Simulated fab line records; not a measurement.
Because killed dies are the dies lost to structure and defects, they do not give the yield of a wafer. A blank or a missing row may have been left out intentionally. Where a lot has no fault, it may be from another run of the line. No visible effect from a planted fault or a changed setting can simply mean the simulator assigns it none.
Matching of chambers | flow nand_harc | NHARC_A_SLIT_DEP_25 on pecvd-03: 3 sister chambers
The step deposits SiO2, target thk 200 nm. 3 wafers are shown with their chamber, then 7 later ones without.

WAFERS PAIRED WITH THEIR CHAMBERS
wafer  | chamber | throttle_valve_pct (%)
L089.4 | 1       | 15.9
L087.2 | 2       | 15.5
L087.4 | 0       | 16.0

WAFERS WITHOUT THEIR CHAMBER
wafer  | throttle_valve_pct (%)
L087.5 | 15.4
L092.4 | 15.5
L092.5 | 15.6
L092.6 | 16.1
L096.2 | 16.1
L096.3 | 16.2
L096.6 | 16.1

EACH ONE'S CHAMBER
wafer  | from the rows above     | in truth
L087.5 | 2                       | 2
L092.4 | 2                       | 2
L092.5 | can't be placed: 2 or 1 | 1
L092.6 | can't be placed: 0 or 1 | 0
L096.2 | can't be placed: 0 or 1 | 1
L096.3 | can't be placed: 0 or 1 | 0
L096.6 | can't be placed: 0 or 1 | 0
Correctly placed: 2 of 7. Not placeable from these rows: 5 (in 5, the candidates include the true chamber). 0 placed wrongly.
How it was worked out, from the rows above alone: a wafer's distance from a chamber is the root of the sum, over the readings, of the square of ((its reading less the chamber's mean) divided by the reading's scatter). The wafer belongs to the nearest chamber; if the next one is less than 2 further off, it can't be placed. For every chamber, the mean is computed from those of its wafers that are shown. The scatter: with one shown wafer a chamber, the root of the mean of the squares of how far each hidden wafer lies from its nearest shown one.
